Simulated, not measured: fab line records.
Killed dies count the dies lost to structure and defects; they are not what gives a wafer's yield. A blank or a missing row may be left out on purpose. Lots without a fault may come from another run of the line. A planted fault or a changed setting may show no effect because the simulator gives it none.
A single fault, viewed from 3 desks	flow n5_finfet	every desk sees just its own numbers, and what lay behind them comes last

## THE DEFECT DESK
Counts from the inspections along the route, per lot, as means over the sampled wafers that have a number. Any lot whose mean is over 4 standard deviations away from the usual mean is out of limits and marked OUT; that distance is given in the brackets.
Columns: A = raw_defect_count at N5_BEOL_M10_INSPECT_58, usual 80; B = raw_defect_count at N5_BEOL_M11_INSPECT_13, usual 460
lot	first seen here	A	B
L535	day 10 00:38	80	339
L537	day 10 18:32	122	694
L543	day 11 22:27	66	324
L544	day 12 04:17	90	646
L552	day 14 12:39	80	547
L554	day 14 19:56	68	377
This desk's finding: nothing out of limits on any of the 6 lots.

## TOOL OWNER'S DESK, litho_track-04
The tool's own readings at N5_BEOL_M11_COAT_05 (resist thk 90 nm): means of the sampled wafers that have a number, for each lot that ran on this tool. Any lot whose mean is over 4 standard deviations away from the usual mean is out of limits and marked OUT; that distance is given in the brackets.
Columns: A = spin_speed_rpm at N5_BEOL_M11_COAT_05, usual 1499.8 rpm
lot	first seen here	A
L537	day 10 20:05	1500.0
L543	day 12 01:05	1410.4 (-75) OUT
L544	day 12 05:12	1410.1 (-75) OUT
This desk's verdict: out of limits on L543, L544, starting with L543 at day 12 01:05 (spin_speed_rpm at N5_BEOL_M11_COAT_05). L537 stayed within limits.

## AT THE METROLOGY DESK
Means of the sampled wafers that have a number, per lot and without regard to the tool the lot ran on: this is what the gauges read. Any lot whose mean is over 4 standard deviations away from the usual mean is out of limits and marked OUT; that distance is given in the brackets.
Columns: A = M10_THK at N5_BEOL_M10_THK_MEAS_53, usual 141.5 nm; B = M10_RS at N5_BEOL_M10_RS_MEAS_57, usual 0.150 ohm/sq; C = M11_ILD_THK at N5_BEOL_M11_THK_MEAS_01, usual 267 nm; D = cd_nm at N5_BEOL_M11_CD_MEAS_11, usual 64.0 nm; E = M11_OVL at N5_BEOL_M11_OVL_MEAS_12, usual -0.1 nm
lot	first seen here	A	B	C	D	E
L535	day 10 00:28	139.4	0.153	266	63.7	-0.5
L537	day 10 18:20	142.4	0.150	267	63.7	-0.1
L543	day 11 22:17	141.0	0.152	272	64.4	0.5
L544	day 12 04:07	141.6	0.151	264	63.1	0.6
L552	day 14 12:29	139.6	0.152	265	64.2	-0.0
L554	day 14 19:47	141.7	0.152	264	64.0	-0.7
This desk's finding: nothing out of limits on any of the 6 lots.

## TAKEN TOGETHER
The tool owner's desk had the chance to raise an alarm at day 12 01:05 on L543, L544.
Nothing the defect desk looked at was out of limits.
At the metrology desk, nothing out of limits was observed.
The defect desk has L543, L544 on record, within its limits.
The metrology desk holds a record of L543, L544, inside its limits.
On litho_track-04, each named lot ran N5_BEOL_M11_COAT_05.

## WHAT HAD BEEN PUT IN BY THE SIMULATOR
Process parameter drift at N5_BEOL_M11_COAT_05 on litho_track-04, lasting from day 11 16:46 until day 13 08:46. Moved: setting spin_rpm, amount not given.
Shown lots that were struck: L543, L544.
Time in hours from fault onset to the first out-of-limits reading at each desk: the tool owner's desk, 8.
